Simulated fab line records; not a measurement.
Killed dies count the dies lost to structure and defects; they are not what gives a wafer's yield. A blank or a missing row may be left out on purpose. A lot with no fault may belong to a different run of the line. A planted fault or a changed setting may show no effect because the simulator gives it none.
A lot that was struck, set against a sound lot / flow n5Finfet / 26 out of 1938 route steps
Sound: wafers L991.1, L991.2, L991.4. The struck wafers were L981.1, L981.2, L981.6. The cause is named last.
Each step with rows lists, per side, the tool, then ch with its chambers, then its first start. Under that, the readings that differ: sound wafers / struck wafers / difference of the means / sigmas: that difference in standard deviations of wafers without a fault.
alike: same words and numbers on both sides, and readings whose means sit less than 2 such deviations apart. not compared: any withheld reading, any reading some wafer has no value for, any bound like >300 that may hide the same value, and any number with overlapping values for which the record gives no deviation.
A row with sigmas, a row that says differs or no value, or rows on one side alone: a step with any of these is where the two part. Non-overlapping numbers with no deviation appear without sigmas and do not part them. Lack of a reading on every wafer of one side parts them only where that side has two or more wafers.

first, 9 steps without rows for these wafers: N5_MOL_CONTACT_COAG_SRD_126 (dry time 32 s); N5_MOL_CONTACT_COAG_CMP_23 (polishes, stops on SiO2, t overpolish 1.5 s, target thk 0 nm); N5_MOL_CONTACT_COAG_WET_ETCH_26 (target Co, target depth 13 nm); N5_MOL_CONTACT_COAG_WET_ETCH_116 (etches the open film in SC1-inhibited, target depth 4.6 nm, rinse time 30 s); N5_MOL_CONTACT_COAG_ALD_27 (deposits SiOC, target thk 17 nm, pulse time 1.5 s, time 2720 s); N5_MOL_CONTACT_COAG_CMP_28 (polishes, stops on SiNx, t overpolish 0.85 s, target thk 14.522 nm); N5_MOL_CONTACT_COAG_ALD_123 (deposits SiNx, target thk 5 nm, pulse time 1 s, purge time 2 s); N5_MOL_CONTACT_COAG_PECVD_31 (deposits SiO2 from TEOS/O2, target thk 46 nm, time 8.9 s); N5_MOL_CONTACT_COAG_COAT_75 (time 60 s, resist thk 60 nm).
N5_MOL_CONTACT_COAG_COAT_76: time 60 s, resist thk 10 nm.
  sound on lithoTrack-03 ch 0, day 9 19:28; struck on lithoTrack-01 ch 0, day 7 10:03
reading=spinSpeedRpm (rpm); sound=1499.8 1498.5 1500.7; struck=1426.1 1425.1 1426.9; difference=-73.6; sigmas=-76
then, 9 steps without rows for these wafers: N5_MOL_CONTACT_COAG_COAT_77 (time 60 s, resist thk 10 nm); N5_MOL_CONTACT_COAG_COAT_78 (resist thk 40 nm); N5_MOL_CONTACT_COAG_EBR_80; N5_MOL_CONTACT_COAG_SOFTBAKE_79 (time 60 s); N5_MOL_CONTACT_COAG_EXPOSE_81 (exposes mask VG, defocus 0 nm); N5_MOL_CONTACT_COAG_PEB_82 (peb time 60 s); N5_MOL_CONTACT_COAG_DEVELOP_83 (develop time 30 s); N5_MOL_CONTACT_COAG_DESCUM_88 (chemistry O2, time 7 s); N5_MOL_CONTACT_COAG_ETCH_89 (etches underlayer in N2/H2, target depth 13 nm, time 10.4 s).
N5_MOL_CONTACT_COAG_ETCH_90: etches SiARC in CF4, target depth 13 nm, time 21.7 s.
  sound on rieDiel-03 ch 0,2, day 9 19:55; struck on rieDiel-06 ch 0,2,3, day 7 10:30
reading=model.etch.depthNm (nm); sound=9.993 10.02 10.03; struck=10.21 10.19 10.21; difference=+0.19; sigmas=
  alike: cf4FlowSccm, drypumpMotorCurrentA, etchRfOnTimeS, oesProductAu, rfVppV, showerheadPlenumPTorr, throttleValvePct
  not compared: rfHoursCounterH
then, 2 steps without rows for these wafers: N5_MOL_CONTACT_COAG_ALD_131 (deposits SiO2, target thk 5 nm, pulse time 1 s, co reactant pulse time 1 s); N5_MOL_CONTACT_COAG_ETCHBACK_132 (etches SiO2 in CHF3, target depth 10 nm, time 6.7 s).
N5_MOL_CONTACT_COAG_ETCH_91: etches SOC in N2/H2, target depth 60 nm, overetch 21 nm, time 101.2 s.
  sound on rieDiel-03 ch 0,2, day 9 20:14; struck on rieDiel-04 ch 0,3, day 7 11:16
  alike: drypumpMotorCurrentA, h2FlowSccm, oesProductAu, rfVppV, showerheadPlenumPTorr, throttleValvePct
  not compared: rfHoursCounterH, model.SiARC_of_MOL_CONTACT_COAG_COAT_76.thkNm
then, 1 step without rows for these wafers: N5_MOL_CONTACT_COAG_STRIP_92 (strips in N2/H2).
-- here the record skips 3 days between the struck wafers' starts before and after, leaving off in module MOL_CONTACT_COAG and picking up in module BEOL_M4 (first step shown: number 1111 of the route) --
N5_BEOL_M4_RC_MEAS_101:
  sound on prober-02 ch 0, day 12 19:11; struck on prober-01 ch 0, day 10 08:56
  alike: DIBL_N, DIBL_P, IOFF_N, IOFF_P, ION_N, ION_P, SS_N, SS_P, VT_N, VT_P
-- a jump in the record: the struck wafers' starts before and after are 4 days apart (it breaks off in module BEOL_M4 and resumes in module PASSIVATION, where the first step shown is number 1936 of the route) --
N5_PASSIVATION_PROBE_49:
  sound on prober-02, day 17 14:16; struck on prober-02, day 14 16:03
reading=defectLimitedYield (%); sound=88.7 89.1 89.8; struck=93.1; difference=+3.9; sigmas=+2
reading=killedDies; sound=133 129 120; struck=81; difference=-46; sigmas=-2
reading=killedOnRim; sound=17 19 11; struck=6; difference=-10; sigmas=-2
reading=killedOpen; sound=87 90 72; struck=51; difference=-32; sigmas=-2
reading=sort_bin_5_function (%); sound=6.7 6.7 5.8; struck=4.2; difference=-2.2; sigmas=-2
reading=sort_bin_6_memory (%); sound=4.2 4.2 3.9; struck=2.5; difference=-1.6; sigmas=-2
reading=sortNPass; sound=1047 1051 1060; struck=1099; difference=+46; sigmas=+2
reading=sortYieldPct (%); sound=88.7 89.1 89.8; struck=93.1; difference=+3.9; sigmas=+2
  alike: killed_at_M0_to_M3, killed_at_M4_up, killedAtContacts, killedAtFrontEnd, killedAtOther, killedShort

WHERE THEY PART
Last at N5_PASSIVATION_PROBE_49 as far as this record goes, first at N5_MOL_CONTACT_COAG_COAT_76.

WHY: the cause the simulator had injected
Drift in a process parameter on lithoTrack-01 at N5_MOL_CONTACT_COAG_COAT_76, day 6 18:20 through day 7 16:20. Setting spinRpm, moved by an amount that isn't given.
